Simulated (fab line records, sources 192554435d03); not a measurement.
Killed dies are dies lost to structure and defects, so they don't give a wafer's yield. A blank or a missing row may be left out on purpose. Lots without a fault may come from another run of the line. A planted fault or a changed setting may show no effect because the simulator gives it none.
Which tool did it? | flow n5_finfet | 9 lots, 27 wafers sampled, at 4 steps of a route of 1938

WHAT THE GAUGES READ, wafer by wafer
N5_BEOL_M3_THK_MEAS_53: measures by xrf.
lot  | measured     | on            | M3_THK (nm)
L679 | day 8 17:11  | film_metro-01 | 39.5 41.4 38.8
L681 | day 9 07:19  | film_metro-02 | 39.5 37.7 40.1
L683 | day 9 20:07  | film_metro-02 | 295.5 295.2 297.1
L687 | day 10 01:41 | film_metro-01 | 308.1 306.0 297.3
L685 | day 10 07:44 | film_metro-02 | 304.1 300.4 300.7
L693 | day 12 02:40 | film_metro-01 | 37.3 41.4 40.5
L696 | day 12 11:22 | film_metro-02 | 39.2 40.8 41.4
L697 | day 13 16:44 | film_metro-01 | 39.0 40.3 39.4
L699 | day 13 19:35 | film_metro-01 | 40.5 39.7 40.2

WHICH TOOL RAN EACH LOT (tool, then ch and the chambers of the sampled wafers, then the start)
lot  | N5_BEOL_M3_ANNEAL_87         | N5_BEOL_M3_ANNEAL_91         | N5_BEOL_M3_CMP_52
L679 | pvd_sputter-03, day 8 15:23  | pvd_sputter-03, day 8 15:49  | cmp-02 ch 0,1,2, day 8 16:53
L681 | pvd_sputter-01, day 9 05:31  | pvd_sputter-01, day 9 05:58  | cmp-04 ch 0,2,3, day 9 07:02
L683 | pvd_sputter-01, day 9 18:18  | pvd_sputter-01, day 9 18:44  | cmp-02 ch 1,2,3, day 9 19:53
L687 | pvd_sputter-01, day 9 23:53  | pvd_sputter-01, day 10 00:19 | cmp-04 ch 2,3, day 10 01:23
L685 | pvd_sputter-03, day 10 05:41 | pvd_sputter-03, day 10 06:08 | cmp-01 ch 1,2,3, day 10 07:32
L693 | pvd_sputter-01, day 12 00:52 | pvd_sputter-01, day 12 01:18 | cmp-02 ch 0,2,3, day 12 02:29
L696 | pvd_sputter-01, day 12 09:34 | pvd_sputter-01, day 12 10:00 | cmp-02 ch 0,2,3, day 12 11:11
L697 | pvd_sputter-03, day 13 14:26 | pvd_sputter-03, day 13 14:53 | cmp-01 ch 2,3, day 13 16:26
L699 | pvd_sputter-02, day 13 17:46 | pvd_sputter-02, day 13 18:13 | cmp-04 ch 0,2,3, day 13 19:22
- N5_BEOL_M3_ANNEAL_87: time 240 s.
- N5_BEOL_M3_ANNEAL_91: time 240 s.
- N5_BEOL_M3_CMP_52: polishes, stops on SiOC, t overpolish 6.8 s, target thk 40 nm.

THE ANSWER, worked out from the rows above alone
Rule: what is usual is taken from the lots themselves. Put in order of their means at a reading, lots are off if they are a third of the lots or fewer, leave a main group of 4 or more, and stand apart from it by a gap of 3 or more times the standard deviation of the main group's means; of several such gaps the widest counts. A main group whose means are all the same, to the digits that the tables above print for the reading, isn't used. A lot without any number at a reading at which 4 lots or more have one is off too. The other lots that the step has rows for count as sound.
Off: L683, L687, L685, at N5_BEOL_M3_THK_MEAS_53 (M3_THK). The main group: mean 39.8 nm, standard deviation 0.43.
A tool fits if, at a process step before that reading, it ran every lot that is off, and no sound lot after the first of them. The gauges at N5_BEOL_M3_THK_MEAS_53 are tried like those tools. None of those tried fits.

WHAT THE SIMULATOR HAD PUT IN
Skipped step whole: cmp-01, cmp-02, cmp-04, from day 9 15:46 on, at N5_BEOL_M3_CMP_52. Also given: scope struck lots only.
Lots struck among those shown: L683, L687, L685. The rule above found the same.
